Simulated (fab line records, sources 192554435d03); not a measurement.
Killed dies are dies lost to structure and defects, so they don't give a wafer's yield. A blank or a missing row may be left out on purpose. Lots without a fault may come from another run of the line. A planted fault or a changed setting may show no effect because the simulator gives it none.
A struck lot beside a sound one | flow n5_finfet | 17 steps out of a route of 1938
Sound: wafers L252.4, L252.5, L252.6. Struck: wafers L270.1, L270.5, L270.6. The cause comes at the end.
At each step with rows: each side's tool, then ch and its chambers, then its first start. Under that, the readings that differ: sound wafers | struck wafers | difference of the means | sigmas: that difference in standard deviations of wafers without a fault.
alike: readings whose means differ by less than 2 such deviations, and words and numbers that are the same on both sides. not compared: withheld readings, readings that some wafer has no value for, bounds like >300 that may hide the same value, and numbers for which the record gives no deviation and whose values overlap.
The two part at a step that has a row with sigmas, a row that says differs or no value, or rows on one side only. Numbers that don't overlap but have no deviation are shown without sigmas and don't part them. A reading that every wafer of one side lacks parts them only if that side has two wafers or more.

first, 2 steps without rows for these wafers: N5_HKMG_FIN_COAT_66 (time 60 s, resist thk 300 nm); N5_HKMG_FIN_ETCH_67 (etches SOC in N2/H2, stops on TiN, target depth 388.9 nm).
N5_HKMG_FIN_STRIP_90: strips SOC in N2/H2, time 20 s.
  sound on rie_diel-02 ch 0,2,3, day 4 17:02; struck on rie_diel-01 ch 1,2,3, day 9 00:50
  reading             | sound             | struck            | difference | sigmas
  n2_flow_sccm (sccm) | 301.4 300.0 301.5 | 298.2 299.8 298.5 | -2.1       | -2
  alike: drypump_motor_current_A, oes_product_au, rf_vpp_V, showerhead_plenum_p_Torr, throttle_valve_pct
  not compared: rf_hours_counter_h
then, 3 steps without rows for these wafers: N5_HKMG_FIN_WET_ETCH_73 (etches the open film in SC1, time 42.3 s, target depth 1.3 nm, rinse time 30 s); N5_HKMG_FIN_ETCHBACK_68 (etches the open film in Cl2/Ar, stops on HfO2, target depth 0.5 nm); N5_HKMG_FIN_STRIP_69 (strips in N2/H2, time 360 s).
N5_HKMG_FIN_ALD_21: deposits TiN, target thk 1.5 nm, pulse time 1 s, purge time 3 s.
  sound on ald_metal-02 ch 0,1,3, day 4 17:43; struck on ald_metal-01 ch 1,2, day 9 01:32
  alike: heater_power_w, precursor_pulse_height_rel
N5_HKMG_FIN_ALD_72: deposits W, target thk 2 nm, pulse time 1 s, purge time 2 s.
  sound on cvd_w-02 ch 0,1, day 4 18:05; struck on cvd_w-01 ch 0,1, day 9 01:53
  alike: heater_power_w, precursor_pulse_height_rel
N5_HKMG_FIN_W_FILL_22: material W, target thk 60 nm, time 18.2 s.
  sound on cvd_w-02 ch 0,1, day 4 18:08; struck on cvd_w-01 ch 0,1, day 9 01:57
  alike: heater_power_w, throttle_valve_pct
then, 3 steps without rows for these wafers: N5_HKMG_FIN_PRECLEAN_83 (cleans in DIW, time 57.5 s); N5_HKMG_FIN_SRD_84 (dry time 32 s); N5_HKMG_FIN_CMP_23 (polishes, stops on SiNx, t overpolish 10 s, target thk 46.326 nm).
N5_HKMG_FIN_CMP_94: polishes, stops on SiNx, t overpolish 4.7 s, target thk 43.299 nm.
  sound on cmp-03 ch 1,2,3, day 4 18:49; struck on cmp-03 ch 1,2, day 9 02:34
  alike: motor_current_A, platen_rpm, slurry_flow_ml_min
N5_HKMG_FIN_INSPECT_28: inspects for defects (darkfield).
  sound on defect_inspect-01, day 4 18:58; struck on defect_inspect-02, day 9 02:46
  reading          | sound    | struck      | difference | sigmas
  raw_defect_count | 38 32 24 | 313 279 267 | +255       | +20
N5_GATE_CUT_ETCHBACK_00: etches W in SF6/Cl2.
  sound on rie_metal-01 ch 0,1, day 4 19:02; struck on rie_metal-03 ch 0,1, day 9 02:49
  reading                | sound             | struck            | difference | sigmas
  throttle_valve_pct (%) | 27.92 27.77 27.92 | 27.28 27.28 27.63 | -0.47      | -2
  alike: SF6_flow_sccm, drypump_motor_current_A, oes_product_au
  not compared: rf_hours_counter_h
-- the record jumps here: 3 days lie between the struck wafers' starts before and after (it left off in module GATE_CUT and takes up again in module BEOL_M4, whose first step shown is number 1111 of the route) --
N5_BEOL_M4_RC_MEAS_101:
  sound on prober-01 ch 0, day 8 00:20; struck on prober-01 ch 0, day 12 12:47
  alike: DIBL_N, DIBL_P, IOFF_N, IOFF_P, ION_N, ION_P, SS_N, SS_P, VT_N, VT_P
-- the record jumps here: 4 days lie between the struck wafers' starts before and after (it left off in module BEOL_M4 and takes up again in module PASSIVATION, whose first step shown is number 1936 of the route) --
N5_PASSIVATION_PROBE_49:
  the record has rows for the struck wafers here (prober-02, day 16 10:02) and none for the sound ones

WHERE THEY PART
First at N5_HKMG_FIN_STRIP_90; last, within this record, at N5_PASSIVATION_PROBE_49.

WHY: what the simulator had put in
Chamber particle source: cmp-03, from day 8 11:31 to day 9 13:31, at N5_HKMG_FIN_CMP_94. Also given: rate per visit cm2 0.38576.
